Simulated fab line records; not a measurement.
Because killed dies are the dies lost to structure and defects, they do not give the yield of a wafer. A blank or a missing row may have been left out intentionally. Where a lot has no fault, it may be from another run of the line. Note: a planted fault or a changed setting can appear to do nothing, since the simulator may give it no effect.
A lot that was struck, set against a sound lot -- flow nand-harc -- 15 out of 1302 route steps
Sound: the wafers L518.2, L518.4, L518.6. Struck: wafers L513.2, L513.4. (L513.1 of the same lot was not struck and is left out.) The cause comes at the end.
For every step that has rows: the tool of each side, followed by ch and its chambers, followed by its first start. Under that, the readings that differ: sound wafers -- struck wafers -- difference of the means -- sigmas: that difference in standard deviations of wafers without a fault.
alike: readings with means less than 2 such deviations apart, plus words and numbers identical on both sides. not compared: withheld readings, readings lacking a value on some wafer, bounds such as >300 that could conceal the same value, and numbers that have no deviation in the record and whose values overlap.
The two part at a step that has a row with sigmas, a row that says differs or no value, or rows on one side only. Numbers that have no deviation but don't overlap get no sigmas and don't part them. A reading that every wafer of one side lacks parts them only if that side has two wafers or more.

first, 6 steps without rows for these wafers: NHARC_A_DECK1_JOINT_CVD_34 (deposits SiNx, target thk 20 nm); NHARC_A_DECK1_JOINT_DEP_06 (deposits SiOx, target thk 80 nm); NHARC_A_DECK1_JOINT_CURE_26 (time 32 s); NHARC_A_DECK1_JOINT_ANNEAL_27 (time 3600 s); NHARC_A_DECK1_JOINT_ANNEAL_28 (time 1800 s); NHARC_A_DECK1_JOINT_ANNEAL_29 (time 1800 s).
NHARC_A_DECK1_JOINT_CMP_02: polishes SiOx.
  sound on cmp-03 ch 0,1,2, day 20 19:33; struck on cmp-02 ch 0,2, day 18 05:07
  alike: edge-zone-pressure-frac, motor-current-A
after that, 1 step had no rows for these wafers: NHARC_A_DECK1_JOINT_SRD_15.
NHARC_A_DECK1_JOINT_DEP_16: deposits SiO2, target thk 45 nm.
  sound on pecvd-04 ch 0,1,2, day 20 19:58; struck on pecvd-04 ch 0,1, day 18 05:31
  alike: heater-power-w, throttle-valve-pct
  not compared: since-wet-clean-h
NHARC_A_DECK1_JOINT_THK_MEAS_17: measures by ellipsometry.
  sound: film-metro-01 at day 20 20:11; struck: film-metro-02 at day 18 05:47
  alike: thk-nm
NHARC_A_DECK1_JOINT_INSPECT_05:
  sound: defect-inspect-02 at day 20 20:14; struck: defect-inspect-02 at day 18 05:49
  alike: raw-defect-count
NHARC_A_ONON_D2_DEP_00: target thk 1000 nm.
  sound on pecvd-onon-01 ch 0, day 20 20:21; struck on pecvd-onon-01 ch 0, day 18 05:53
NHARC_A_ONON_D2_THK_MEAS_02: measures by ellipsometry.
  sound: film-metro-02 at day 20 20:49; struck: film-metro-02 at day 18 06:24
reading,sound,struck,difference,sigmas
thk-nm (nm),996 994 996,1541 1538,+544,+62
then NHARC_A_ONON_D2_DEP_03 (target thk 1000 nm), 1 step lacking rows for these wafers.
-- the record jumps here: 12 days lie between the struck wafers' starts before and after (it left off in module A_ONON_D2 and takes up again in module END, whose first step shown is number 1302 of the route) --
NHARC_END_SORT_01:
  only the struck wafers appear in the record here, on prober-01 ch 0 at day 30 05:05; the sound ones have no rows

WHERE THEY PART
First at NHARC_A_ONON_D2_THK_MEAS_02; last, within this record, at NHARC_END_SORT_01.

WHY: what the simulator had put in
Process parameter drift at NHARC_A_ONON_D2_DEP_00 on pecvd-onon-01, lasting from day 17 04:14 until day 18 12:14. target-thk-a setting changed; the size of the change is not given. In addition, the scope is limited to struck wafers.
